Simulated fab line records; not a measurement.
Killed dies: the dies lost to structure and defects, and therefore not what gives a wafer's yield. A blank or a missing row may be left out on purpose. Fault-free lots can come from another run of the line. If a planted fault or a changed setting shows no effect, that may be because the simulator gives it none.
fab line records	flow n5Finfet
record lots=10	wafers=28	lastDay=18
route steps=1938 shown BEOL_M4@1111 PASSIVATION@1907
lots that met no fault: taken from a fault-free run of the same line
startH: the number of hours between the record's first day and the start of the first shown wafer of the lot	waitH: hours from the lot's prior step to this one	" as in the row above	L1.1+2: several wafers, shown together as one row	- either no value or no given start	* or withheld: withheld	< > ~ a bound
route shown NAME@n: names a module that has steps shown in the file, with the first one's number in the route	usual: mean and standard deviation over wafers with no fault	same: alike in all rows	chamber/n: place in a boat	sites: the reading at each site	_std_site: how widely they spread, as a standard deviation	_edge_site: inner sites' mean taken away from outer sites' mean	radiusMm: how far each site lies from the wafer's centre	mask NAME#n: copy n	behind: the most recent tool/chamber to have shaped the wafer	hold: cause of the lot's hold/its duration in hours/its outcome	device: names the non-switching transistor (n, p or np)	end of line: the tests these same wafers got at the end of their route	a step with no rows: only its recipe	killed: dies lost to structure and defects at the first sort, not the wafer's yield	map: a wafer's dies, x killed, . not, _ none there
set.NAME: the run value of the setting; set.NAME@STEP: its run value at that earlier step	model.NAME: the simulator's own value behind a step, which no gauge read
a sample of lots followed through the steps of the route, with each step as a table and each wafer as a row
services: the hour from which a tool's chamber was out of use, counted from the record's first day as startH (under 0 if before that day), plus the number of hours and why
## steps
# step N5_BEOL_M4_RC_MEAS_101
# usual DIBL_N=36.0/1.7	DIBL_P=36.2/2.3	IOFF_N=0.16/0.03	IOFF_P=0.21/0.036	ION_N=679/11	ION_P=465/7.1	SS_N=71.4/0.58	SS_P=73.3/0.75	VT_N=249/3.1	VT_P=-251/3.5
lot.wafer	tool	chamber	startH	waitH	DIBL_N[mV/V]	DIBL_P[mV/V]	IOFF_N[nA/um]	IOFF_P[nA/um]	ION_N[uA/um]	ION_P[uA/um]	SS_N[mV/dec]	SS_P[mV/dec]	VT_N[mV]	VT_P[mV]
L532.2	prober-02	0	206.34	0.2	36.7	36.3	0.16	0.21	684	467	70.8	73.6	249	-251
L532.3	"	0	"	"	35.8	34.3	0.14	0.17	684	462	71.0	73.2	252	-254
L532.4	"	0	"	"	35.3	34.4	0.14	0.18	674	462	70.6	72.6	251	-250
L538.1	prober-01	0	250.71	0.0	33.8	34.2	0.14	0.20	687	469	71.0	72.1	248	-251
L538.5	"	0	"	"	33.5	33.8	0.14	0.19	684	473	70.9	73.0	249	-251
L537.2	prober-02	0	251.29	0.2	36.8	38.0	0.16	0.26	673	465	72.1	73.9	251	-247
L537.4	"	0	"	"	38.4	40.1	0.21	0.29	687	475	72.0	74.0	247	-244
L537.6	"	0	"	"	36.1	37.2	0.16	0.24	685	473	70.6	72.9	247	-249
L540.1	prober-02	0	256.87	0.0	35.0	34.6	0.13	0.23	676	477	70.9	72.0	248	-246
L540.2	"	0	"	"	35.4	34.7	0.14	0.22	680	474	70.7	72.6	250	-246
L540.3	"	0	"	"	37.5	37.4	0.17	0.26	680	472	71.7	73.8	249	-244
L542.4	prober-01	0	259.43	0.5	33.6	34.0	0.16	0.19	687	461	71.4	73.0	249	-254
L542.5	"	0	"	"	35.7	35.9	0.18	0.20	697	464	71.6	73.0	247	-250
L542.6	"	0	"	"	35.5	35.8	0.18	0.21	695	463	71.7	73.6	246	-250
L545.1	prober-02	0	280.22	0.0	39.7	41.2	0.23	0.28	703	477	72.0	73.9	244	-247
L545.4	"	0	"	"	36.6	37.7	0.15	0.22	672	469	71.9	73.8	249	-250
L545.5	"	0	"	"	36.5	37.4	0.15	0.20	681	469	71.9	72.5	249	-250
L547.2	prober-02	0	306.69	0.2	36.4	37.7	0.16	0.22	681	469	71.8	73.6	249	-251
L547.3	"	0	"	"	37.2	38.2	0.18	0.23	680	464	71.8	74.4	249	-252
L547.6	"	0	"	"	38.1	39.5	0.20	0.25	699	476	71.8	74.7	245	-249
L548.2	prober-01	0	313.77	0.2	37.9	36.6	0.17	0.21	691	463	71.6	73.4	248	-250
L548.4	"	0	"	"	38.5	37.6	0.20	0.24	696	469	71.7	74.8	245	-247
L548.5	"	0	"	"	37.8	37.1	0.19	0.22	703	470	71.1	73.7	245	-249
L550.2	prober-01	0	316.38	0.2	37.0	37.6	0.16	0.22	687	469	71.7	73.4	250	-251
L550.3	"	0	"	"	36.6	37.2	0.17	0.22	683	462	71.3	73.8	247	-252
L550.5	"	0	"	"	38.6	39.7	0.20	0.27	688	470	72.0	74.9	245	-249
L549.4	prober-02	0	321.31	0.5	40.8	43.6	0.28	0.32	701	481	72.3	74.5	241	-247
L549.6	"	0	"	"	36.5	37.9	0.16	0.22	672	462	72.2	72.9	253	-250
# step N5_PASSIVATION_INSPECT_64
# recipe mode=adi	inspectInstrument=macro
# usual rawDefectCount=1.9/1.3
lot.wafer	tool	chamber	startH	waitH	rawDefectCount
L532.2	defectInspect-02	-	310.89	0.0	2
L532.3	"	-	"	"	1
L532.4	"	-	"	"	1
L538.1	defectInspect-01	-	359.69	0.0	2
L538.5	"	-	"	"	1
L537.2	defectInspect-01	-	362.75	0.0	2
L537.4	"	-	"	"	2
L537.6	"	-	"	"	3
L542.4	defectInspect-01	-	363.38	0.0	1
L542.5	"	-	"	"	2
L542.6	"	-	"	"	1
L540.1	defectInspect-02	-	369.01	0.0	2
L540.2	"	-	"	"	2
L540.3	"	-	"	"	2
L545.1	defectInspect-01	-	379.82	0.0	2
L545.4	"	-	"	"	1
L545.5	"	-	"	"	4
L547.2	defectInspect-02	-	401.92	0.0	3
L547.3	"	-	"	"	1
L547.6	"	-	"	"	1
L548.2	defectInspect-01	-	410.81	0.0	1
L548.4	"	-	"	"	1
L548.5	"	-	"	"	3
L550.2	defectInspect-01	-	411.31	0.0	3
L550.3	"	-	"	"	0
L550.5	"	-	"	"	1
L549.4	defectInspect-01	-	417.65	0.0	1
L549.6	"	-	"	"	3
# step N5_PASSIVATION_INSPECT_67
# recipe mode=adi	inspectInstrument=macro
# usual rawDefectCount=1.8/1.4
lot.wafer	tool	chamber	startH	waitH	rawDefectCount
L532.2	defectInspect-01	-	312.74	0.0	3
L532.3	"	-	"	"	3
L532.4	"	-	"	"	0
L538.1	defectInspect-01	-	361.55	0.0	3
L538.5	"	-	"	"	2
L537.2	defectInspect-02	-	364.84	0.0	2
L537.4	"	-	"	"	0
L537.6	"	-	"	"	2
L542.4	defectInspect-01	-	365.26	0.0	2
L542.5	"	-	"	"	0
L542.6	"	-	"	"	4
L540.1	defectInspect-02	-	370.89	0.0	0
L540.2	"	-	"	"	2
L540.3	"	-	"	"	2
L545.1	defectInspect-01	-	381.69	0.0	1
L545.4	"	-	"	"	1
L545.5	"	-	"	"	5
L547.2	defectInspect-01	-	404.22	0.0	0
L547.3	"	-	"	"	2
L547.6	"	-	"	"	1
L548.2	defectInspect-01	-	412.55	0.0	1
L548.4	"	-	"	"	1
L548.5	"	-	"	"	0
L550.2	defectInspect-01	-	413.18	0.0	1
L550.3	"	-	"	"	4
L550.5	"	-	"	"	3
L549.4	defectInspect-02	-	419.42	0.0	1
L549.6	"	-	"	"	1
# step N5_PASSIVATION_DESCUM_46
# recipe chemistry=O2	timeS=7.9	sourcePowerW=50	biasPowerW=20	pressureMtorr=20	rfFrequencyHz=2.712e+07	tempC=40	o2FlowSccm=225
# usual drypumpMotorCurrentA=5.7/0.42	oesProductAu=0.81/0.055	rfVppV=243.3/1.2	showerheadPlenumPTorr=2.11/0.059	throttleValvePct=20.46/0.18
lot.wafer	tool	chamber	startH	waitH	drypumpMotorCurrentA	oesProductAu	rfHoursCounterH	rfVppV	showerheadPlenumPTorr	throttleValvePct
L532.2	rieDiel-01	3	312.77	0.0	5.6	0.93	9	243.1	2.15	20.43
L532.3	"	1	"	"	6.1	0.78	130	244.2	2.10	20.54
L532.4	"	0	"	"	5.4	0.80	113	244.5	2.13	20.49
L538.1	rieDiel-01	0	361.58	0.0	5.4	0.78	131	244.5	2.12	20.54
L538.5	"	1	"	"	6.1	0.78	-	243.1	2.09	20.59
L537.2	rieDiel-01	0	364.87	0.0	5.4	0.78	132	244.6	2.12	20.52
L537.4	"	2	"	"	4.9	0.82	99	243.5	2.13	20.45
L537.6	"	1	"	"	6.1	0.77	-	242.5	2.09	20.59
L542.4	rieDiel-06	2	365.29	0.0	5.3	0.78	121	244.4	2.19	20.37
L542.5	"	3	"	"	5.1	0.85	-	244.5	2.14	20.52
L542.6	"	2	"	"	5.3	0.79	-	244.8	2.19	20.36
L540.1	rieDiel-06	2	370.98	0.1	5.3	0.78	123	244.1	2.19	20.36
L540.2	"	0	"	"	5.3	0.70	227	242.1	2.07	20.75
L540.3	"	1	"	"	6.1	0.91	21	245.3	2.21	20.14
L545.1	rieDiel-01	0	381.72	0.0	5.4	0.77	138	243.0	2.12	20.53
L545.4	"	1	"	"	6.1	0.76	156	241.6	2.09	20.60
L545.5	"	3	"	"	5.6	0.88	-	244.4	2.14	20.46
L547.2	rieDiel-05	2	404.25	0.0	5.8	0.77	127	241.9	2.02	20.74
L547.3	"	3	"	"	6.3	0.81	68	244.0	2.11	20.33
L547.6	"	1	"	"	5.9	0.81	-	241.0	2.00	20.57
L548.2	rieDiel-06	1	412.66	0.1	6.1	0.89	37	244.2	2.21	20.17
L548.4	"	3	"	"	5.1	0.82	75	242.0	2.14	20.57
L548.5	"	1	"	"	6.1	0.89	-	245.2	2.21	20.16
L550.2	rieDiel-05	1	413.32	0.1	5.9	0.79	119	241.1	2.00	20.58
L550.3	"	3	"	"	6.3	0.81	71	243.7	2.11	20.31
L550.5	"	2	"	"	5.8	0.76	-	242.5	2.02	20.73
L549.4	rieDiel-01	1	419.46	0.0	6.1	0.76	168	242.8	2.09	20.60
L549.6	"	3	"	"	5.6	0.86	-	244.5	2.14	20.48
# step N5_PASSIVATION_PASS_ETCH_47
# recipe chemistry=CF4/O2	target=SiNx	targetDepthA=7700	timeS=385	ionEnergyEv=100	pressureMtorr=40	sourceW=535	biasW=49	Ar_flow_sccm=100	cf4FlowSccm=100	O2_flow_sccm=10
# usual O2_flow_sccm=10.000/0.028	biasW=49.00/0.15	drypumpMotorCurrentA=5.7/0.42	oesProductAu=0.82/0.055	rfVppV=242/4.5	showerheadPlenumPTorr=2.21/0.061	throttleValvePct=15.82/0.16
lot.wafer	tool	chamber	startH	waitH	O2_flow_sccm	biasW	drypumpMotorCurrentA	oesProductAu	rfHoursCounterH	rfVppV	showerheadPlenumPTorr	throttleValvePct
L532.2	rieDiel-01	3	312.81	0.0	10.020	48.94	5.6	0.95	9	244	2.26	15.73
L532.3	"	1	"	"	9.960	49.06	6.1	0.78	130	239	2.22	15.95
L532.4	"	0	"	"	9.993	49.16	5.4	0.81	113	234	2.22	15.80
L538.1	rieDiel-01	0	361.62	0.0	10.006	49.20	5.4	0.79	131	234	2.21	15.82
L538.5	"	1	"	"	10.065	48.96	6.1	0.77	-	239	2.21	16.03
L537.2	rieDiel-01	0	364.91	0.0	-	-	-	-	-	-	-	-
L537.4	"	2	"	"	-	-	-	-	-	-	-	-
L537.6	"	1	"	"	-	-	-	-	-	-	-	-
L542.4	rieDiel-06	2	365.33	0.0	-	-	-	-	-	-	-	-
L542.5	"	3	"	"	-	-	-	-	-	-	-	-
L542.6	"	2	"	"	-	-	-	-	-	-	-	-
L540.1	rieDiel-06	2	371.02	0.0	-	-	-	-	-	-	-	-
L540.2	"	0	"	"	-	-	-	-	-	-	-	-
L540.3	"	1	"	"	-	-	-	-	-	-	-	-
L545.1	rieDiel-01	0	381.76	0.0	10.000	49.12	5.4	0.78	138	234	2.21	15.82
L545.4	"	1	"	"	10.020	49.19	6.1	0.76	156	238	2.21	16.01
L545.5	"	3	"	"	9.997	49.20	5.6	0.87	-	243	2.25	15.81
L547.2	rieDiel-05	2	404.29	0.0	10.012	49.09	5.8	0.79	127	243	2.12	16.09
L547.3	"	3	"	"	9.980	48.93	6.3	0.82	68	238	2.23	15.77
L547.6	"	1	"	"	9.970	48.96	5.9	0.80	-	247	2.11	15.95
L548.2	rieDiel-06	1	412.70	0.0	9.984	48.87	6.2	0.88	37	240	2.34	15.65
L548.4	"	3	"	"	10.008	49.17	5.1	0.83	75	247	2.24	15.85
L548.5	"	1	"	"	10.000	48.90	6.1	0.88	-	241	2.34	15.65
L550.2	rieDiel-05	1	413.35	0.0	10.002	49.02	5.9	0.79	119	247	2.11	15.97
L550.3	"	3	"	"	10.016	48.81	6.3	0.81	71	237	2.23	15.78
L550.5	"	2	"	"	9.969	49.06	5.8	0.78	-	244	2.12	16.08
L549.4	rieDiel-01	1	419.49	0.0	9.940	49.04	6.1	0.75	168	239	2.20	16.05
L549.6	"	3	"	"	9.999	49.04	5.6	0.86	-	242	2.24	15.83
# step N5_PASSIVATION_PROBE_49
# usual defectLimitedYield=91.3/1.5	killed_at_M0_to_M3=31/11	killed_at_M4_up=14/5.1	killedAtContacts=12/5.6	killedAtFrontEnd=42/12	killedAtOther=3.8/2.9	killedDies=103/18	killedOnRim=14/4.5	killedOpen=67/14	killedShort=33/8	sort_bin_4_leakage=0.00/0.0073	sort_bin_5_function=5.1/1	sort_bin_6_memory=3.2/0.75	sortNPass=1077/18	sortYieldPct=91.3/1.5
# same grossDies=1180	killedAtBackSide=0	sort_bin_8_speed[%]=0
lot.wafer	tool	chamber	startH	waitH	defectLimitedYield[%]	killed_at_M0_to_M3	killed_at_M4_up	killedAtContacts	killedAtFrontEnd	killedAtOther	killedDies	killedOnRim	killedOpen	killedShort	sort_bin_4_leakage[%]	sort_bin_5_function[%]	sort_bin_6_memory[%]	sortNPass	sortYieldPct[%]
L532.2	prober-02	-	315.87	0.1	91.4	17	27	25	33	0	102	15	62	40	0	4.9	3.2	1078	91.4
L532.3	prober-02	-	315.92	0.1	93.6	19	15	10	32	0	76	5	59	17	0	3.7	2.3	1104	93.6
L532.4	prober-02	-	315.97	0.2	90.5	18	18	16	57	3	112	16	81	25	0	6.1	2.5	1068	90.5
L537.2	prober-02	-	367.96	0.1	0	23	11	14	54	1078	1180	152	73	30	0	95.5	4.0	0	0
L537.4	prober-02	-	368.06	0.2	0	19	13	15	49	1084	1180	152	67	29	0	96.5	3.1	0	0
L537.6	prober-02	-	368.16	0.3	0	42	10	7	34	1087	1180	152	76	19	0	97.1	2.7	0	0
L542.4	prober-01	-	368.49	0.2	0	34	12	6	44	1084	1180	152	66	42	0	95.8	3.9	0	0
L542.5	prober-01	-	368.54	0.2	0	20	17	16	41	1086	1180	152	77	19	0	95.8	4.1	0	0
L542.6	prober-01	-	368.59	0.3	0	32	17	9	34	1088	1180	152	69	31	0	97.1	2.5	0	0
L540.1	prober-02	-	374.03	0.0	0	32	11	12	64	1061	1180	152	82	45	0	95.2	4.2	0	0
L540.2	prober-02	-	374.08	0.1	0	23	10	17	73	1057	1180	152	82	45	0	95.9	3.6	0	0
L540.3	prober-02	-	374.13	0.1	0	27	6	6	64	1077	1180	152	85	26	0	96.5	3.2	0	0
L545.1	prober-01	-	384.76	0.0	92.7	32	8	16	28	2	86	11	56	28	0	4.5	2.5	1094	92.7
L545.4	prober-01	-	384.91	0.2	91.7	40	10	5	37	6	98	17	58	34	0	4.5	3.0	1082	91.7
L545.5	prober-01	-	384.96	0.2	93.8	26	14	11	20	2	73	6	46	27	0	3.2	3.0	1107	93.8
L547.2	prober-01	-	407.40	0.1	86.8	52	19	26	55	4	156	17	106	48	0	8.4	4.6	1024	86.8
L547.3	prober-01	-	407.45	0.1	89.2	22	17	30	47	12	128	20	76	49	0	6.9	3.4	1052	89.2
L547.6	prober-01	-	407.60	0.3	90.3	38	14	23	37	3	115	12	85	29	0	6.4	3.2	1065	90.3
L548.2	prober-01	-	415.77	0.1	88.0	54	20	13	49	6	142	18	90	51	0	6.9	4.5	1038	88.0
L548.4	prober-01	-	415.87	0.2	91.8	39	14	13	24	7	97	8	56	39	0	4.2	3.6	1083	91.8
L548.5	prober-01	-	415.92	0.2	89.0	51	19	12	45	3	130	14	89	39	0	6.7	3.6	1050	89.0
L550.2	prober-01	-	416.41	0.1	90.9	36	10	9	47	5	107	11	70	31	0	4.2	4.2	1073	90.9
L550.3	prober-01	-	416.46	0.1	90.7	27	19	14	48	2	110	13	72	38	0	5.6	3.4	1070	90.7
L550.5	prober-01	-	416.56	0.2	92.6	19	12	7	47	2	87	10	56	31	0	4.6	2.5	1093	92.6
# killed by level:class
L532.2 MOL_CONTACT_COAG:geometricParticle:open=21 BEOL_M4:geometricParticle:short=14 STI_FIN_REVEAL:geometricParticle:open=10 GATE_CUT:geometricParticle:short=5 BEOL_M0_SAQP:geometricParticle:short=5 BEOL_M4:geometricParticle:open=5 ILD0:geometricParticle:open=4 ILD0:geometricParticle:short=4
L532.3 MOL_CONTACT_COAG:geometricParticle:open=10 FIN_SAQP:geometricParticle:open=8 BEOL_M0_SAQP:geometricParticle:open=7 BEOL_M4:geometricParticle:open=6 STI_FIN_REVEAL:geometricParticle:open=5 DUMMY_GATE:geometricParticle:open=5 FIN_SAQP:geometricParticle:short=3 GATE_CUT:geometricParticle:short=3
L532.4 STI_FIN_REVEAL:geometricParticle:open=15 MOL_CONTACT_COAG:geometricParticle:open=15 FIN_SAQP:geometricParticle:open=12 BEOL_M3:geometricParticle:open=7 BEOL_M4:geometricParticle:open=7 DUMMY_GATE:geometricParticle:open=6 FIN_SAQP:geometricParticle:short=5 STARTING-WAFER:geometricParticle:short=5
L537.2 PASSIVATION:areaEtch=1076 FIN_SAQP:geometricParticle:open=22 MOL_CONTACT_COAG:geometricParticle:open=10 FIN_SAQP:geometricParticle:short=8 DUMMY_GATE:geometricParticle:open=7 STARTING-WAFER:geometricParticle:open=5 BEOL_M0_SAQP:geometricParticle:open=4 MOL_CONTACT_COAG:geometricParticle:short=4
L537.4 PASSIVATION:areaEtch=1084 FIN_SAQP:geometricParticle:open=13 MOL_CONTACT_COAG:geometricParticle:open=11 BEOL_M1:geometricParticle:open=8 DUMMY_GATE:geometricParticle:open=7 STARTING-WAFER:geometricParticle:short=6 FIN_SAQP:geometricParticle:short=4 GATE_CUT:geometricParticle:short=4
L537.6 PASSIVATION:areaEtch=1085 BEOL_M0:geometricParticle:open=10 FIN_SAQP:geometricParticle:open=9 BEOL_M0_SAQP:geometricParticle:open=9 FIN_SAQP:geometricParticle:short=8 DUMMY_GATE:geometricParticle:open=7 BEOL_M0_SAQP:geometricParticle:short=7 MOL_CONTACT_COAG:geometricParticle:open=6
L542.4 PASSIVATION:areaEtch=1072 STI_FIN_REVEAL:geometricParticle:open=16 BEOL_M0_SAQP:geometricParticle:short=12 BEOL_M2:geometricParticle:open=8 FIN_SAQP:geometricParticle:open=6 BEOL_M0_SAQP:geometricParticle:open=6 BEOL_M1:geometricParticle:open=6 FIN_SAQP:geometricParticle:short=5
L542.5 PASSIVATION:areaEtch=1084 STI_FIN_REVEAL:geometricParticle:open=16 MOL_CONTACT_COAG:geometricParticle:open=15 FIN_SAQP:geometricParticle:open=10 BEOL_M4:geometricParticle:open=9 BEOL_M0_SAQP:geometricParticle:open=5 BEOL_M5:geometricParticle:open=5 FIN_SAQP:geometricParticle:short=4
L542.6 PASSIVATION:areaEtch=1080 BEOL_M1:geometricParticle:open=12 FIN_SAQP:geometricParticle:open=10 STI_FIN_REVEAL:geometricParticle:open=10 BEOL_M4:geometricParticle:open=9 MOL_CONTACT_COAG:geometricParticle:open=6 BEOL_M0_SAQP:geometricParticle:short=6 BEOL_M0_SAQP:geometricParticle:open=5
L540.1 PASSIVATION:areaEtch=1053 FIN_SAQP:geometricParticle:open=16 STI_FIN_REVEAL:geometricParticle:open=15 FIN_SAQP:geometricParticle:short=10 MOL_CONTACT_COAG:geometricParticle:open=9 BEOL_M1:geometricParticle:open=7 BEOL_M0_SAQP:geometricParticle:short=6 BEOL_M0_SAQP:geometricParticle:open=6
L540.2 PASSIVATION:areaEtch=1052 FIN_SAQP:geometricParticle:open=29 FIN_SAQP:geometricParticle:short=13 STI_FIN_REVEAL:geometricParticle:open=10 MOL_CONTACT_COAG:geometricParticle:open=9 MOL_CONTACT_COAG:geometricParticle:short=8 DUMMY_GATE:geometricParticle:open=6 BEOL_M1:geometricParticle:open=6
L540.3 PASSIVATION:areaEtch=1069 STI_FIN_REVEAL:geometricParticle:open=29 FIN_SAQP:geometricParticle:open=16 BEOL_M1:geometricParticle:open=9 FIN_SAQP:geometricParticle:short=7 MOL_CONTACT_COAG:geometricParticle:open=6 BEOL_M0_SAQP:geometricParticle:open=6 BEOL_M0_SAQP:geometricParticle:short=4
L545.1 MOL_CONTACT_COAG:geometricParticle:open=12 STI_FIN_REVEAL:geometricParticle:open=9 BEOL_M0_SAQP:geometricParticle:open=9 BEOL_M0_SAQP:geometricParticle:short=6 BEOL_M1:geometricParticle:short=5 GATE_CUT:geometricParticle:short=4 MOL_CONTACT_COAG:geometricParticle:short=4 BEOL_M2:geometricParticle:open=4
L545.4 BEOL_M1:geometricParticle:open=9 STI_FIN_REVEAL:geometricParticle:open=8 BEOL_M1:geometricParticle:short=8 BEOL_M0_SAQP:geometricParticle:short=7 BEOL_M0_SAQP:geometricParticle:open=7 BEOL_M4:geometricParticle:open=6 HKMG_FIN:areaEtch=6 GATE_CUT:geometricParticle:short=5
L545.5 MOL_CONTACT_COAG:geometricParticle:open=8 BEOL_M1:geometricParticle:open=7 STARTING-WAFER:geometricParticle:open=5 BEOL_M3:geometricParticle:open=4 STARTING-WAFER:geometricParticle:short=4 DUMMY_GATE:geometricParticle:short=3 MOL_CONTACT_COAG:geometricParticle:short=3 BEOL_M0_SAQP:geometricParticle:open=3
L547.2 FIN_SAQP:geometricParticle:open=21 MOL_CONTACT_COAG:geometricParticle:open=20 FIN_SAQP:geometricParticle:short=14 BEOL_M4:geometricParticle:open=14 BEOL_M2:geometricParticle:open=11 BEOL_M3:geometricParticle:open=11 BEOL_M0_SAQP:geometricParticle:open=8 BEOL_M2:geometricParticle:short=8
L547.3 MOL_CONTACT_COAG:geometricParticle:open=18 FIN_SAQP:geometricParticle:short=14 FIN_SAQP:geometricParticle:open=13 MOL_CONTACT_COAG:geometricParticle:short=12 PAD_METAL:geometricParticle:open=7 GATE_CUT:geometricParticle:short=6 BEOL_M3:geometricParticle:open=6 BEOL_M1:geometricParticle:open=5
L547.6 MOL_CONTACT_COAG:geometricParticle:open=20 BEOL_M2:geometricParticle:open=14 FIN_SAQP:geometricParticle:open=13 FIN_SAQP:geometricParticle:short=13 BEOL_M3:geometricParticle:open=8 BEOL_M1:geometricParticle:open=7 BEOL_M4:geometricParticle:open=5 BEOL_M0_SAQP:geometricParticle:open=4
L548.2 BEOL_M0_SAQP:geometricParticle:open=19 BEOL_M0_SAQP:geometricParticle:short=17 FIN_SAQP:geometricParticle:short=16 MOL_CONTACT_COAG:geometricParticle:open=10 BEOL_M4:geometricParticle:open=9 FIN_SAQP:geometricParticle:open=8 BEOL_M1:geometricParticle:open=8 STI_FIN_REVEAL:geometricParticle:open=4
L548.4 BEOL_M0_SAQP:geometricParticle:short=10 MOL_CONTACT_COAG:geometricParticle:open=9 BEOL_M2:geometricParticle:short=7 BEOL_M2:geometricParticle:open=7 FIN_SAQP:geometricParticle:open=6 GATE_CUT:geometricParticle:open=6 BEOL_M1:geometricParticle:open=6 BEOL_M0_SAQP:geometricParticle:open=6
L548.5 BEOL_M0_SAQP:geometricParticle:short=14 BEOL_M0_SAQP:geometricParticle:open=13 FIN_SAQP:geometricParticle:open=10 MOL_CONTACT_COAG:geometricParticle:open=10 BEOL_M4:geometricParticle:open=10 BEOL_M1:geometricParticle:open=9 BEOL_M2:geometricParticle:open=6 DUMMY_GATE:geometricParticle:open=5
L550.2 BEOL_M1:geometricParticle:open=10 FIN_SAQP:geometricParticle:open=8 FIN_SAQP:geometricParticle:short=7 STI_FIN_REVEAL:geometricParticle:open=7 MOL_CONTACT_COAG:geometricParticle:open=7 HKMG_FIN:areaEtch=6 BEOL_M0:geometricParticle:open=5 DUMMY_GATE:geometricParticle:open=4
L550.3 STI_FIN_REVEAL:geometricParticle:open=9 MOL_CONTACT_COAG:geometricParticle:open=9 BEOL_M4:geometricParticle:open=9 FIN_SAQP:geometricParticle:open=8 BEOL_M3:geometricParticle:open=7 FIN_SAQP:geometricParticle:short=6 BEOL_M1:geometricParticle:open=5 MOL_CONTACT_COAG:geometricParticle:short=5
L550.5 FIN_SAQP:geometricParticle:open=15 FIN_SAQP:geometricParticle:short=10 MOL_CONTACT_COAG:geometricParticle:open=7 STI_FIN_REVEAL:geometricParticle:open=5 BEOL_M2:geometricParticle:open=5 STI_FIN_REVEAL:geometricParticle:short=3 GATE_CUT:geometricParticle:short=3 BEOL_M0_SAQP:geometricParticle:short=3
## services
tool	chamber	startH	hours	kind
rieDiel-05	-	290.15	2.6	repair
rieDiel-06	0	300.58	5.8	repair
rieDiel-06	-	348.84	2.8	pm
rieDiel-05	0	350.53	25.4	repair
rieDiel-05	0	403.52	2.4	repair
rieDiel-01	0	413.54	1.6	repair
## key
firstSign step=N5_PASSIVATION_PASS_ETCH_47	reading=toolRecord	direction=missing
effect step=N5_PASSIVATION_PROBE_49	reading=killedAtOther	direction=up	sigmas=99+	usual=3.8	struck=1078
moreKillsBornAt N5_PASSIVATION_PASS_ETCH_47@rieDiel-06=6410	N5_PASSIVATION_PASS_ETCH_47@rieDiel-01=3245
metAt N5_PASSIVATION_PASS_ETCH_47
struckLots L537,L540,L542
laterRowsLeftOut L537.2,L537.4,L537.6,L540.1,L540.2,L540.3,L542.4,L542.5,L542.6
notActingAt N5_PASSIVATION_INSPECT_64,N5_PASSIVATION_INSPECT_67,N5_PASSIVATION_DESCUM_46
onsetBetween 361.62 364.91
fault kind=skippedStepWhole	tool=rieDiel-01,rieDiel-06	chamber=-	onsetH=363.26	steps=N5_PASSIVATION_PASS_ETCH_47	scope=struckLotsOnly
# laterRowsLeftOut: the simulator's readings of these wafers behind a module that went badly wrong aren't trusted and aren't shown, but for the sort
